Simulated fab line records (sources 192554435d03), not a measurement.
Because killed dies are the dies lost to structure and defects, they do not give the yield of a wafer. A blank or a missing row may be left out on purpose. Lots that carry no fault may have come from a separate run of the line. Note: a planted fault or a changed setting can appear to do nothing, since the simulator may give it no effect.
The tool behind it: which one? | flow n5-finfet | 12 lots (36 wafers sampled), 1 step of a 1938-step route

== WHAT THE GAUGES READ, wafer by wafer ==
N5_BEOL_M13_INSPECT_12: inspects for defects (macro).
lot  | measured     | on                | raw-defect-count
L075 | day 11 15:11 | defect-inspect-02 | 1 3 1
L077 | day 13 18:23 | defect-inspect-02 | 2 1 1
L083 | day 14 03:01 | defect-inspect-01 | 1 0 3
L081 | day 14 09:13 | defect-inspect-01 | 5 4 3
L082 | day 15 01:37 | defect-inspect-01 | 2 5 5
L086 | day 15 14:26 | defect-inspect-02 | 4 3 2
L088 | day 15 19:44 | defect-inspect-02 | 3 2 3
L091 | day 16 13:50 | defect-inspect-01 | 1 1 2
L093 | day 17 02:20 | defect-inspect-02 | 1 2 1
L094 | day 17 14:55 | defect-inspect-01 | 0 1 2
L095 | day 17 21:49 | defect-inspect-01 | 2 1 3
L097 | day 18 16:06 | defect-inspect-01 | 3 4 1

== WHICH TOOL RAN EACH LOT (tool, then ch and the chambers of the sampled wafers, then the start) ==
The record holds no process step before these readings.

== THE ANSWER, worked out from the rows above alone ==
Rule: usual is defined by the lots themselves. The widest of any qualifying gaps counts: lots, ordered by their means at a reading, are off when they make up no more than a third of the lots, leave a main group of 4 or more, and stand apart from it by 3 or more times the standard deviation of that group's means. A main group whose means are all the same, to the digits that the tables above print for the reading, isn't used. Also off: a lot with no number at a reading for which 4 or more lots have one. Where the step has rows for the other lots, those lots are counted as sound.
No lot is off at any reading shown: from this, nothing can be told.

== WHAT THE SIMULATOR HAD INSERTED ==
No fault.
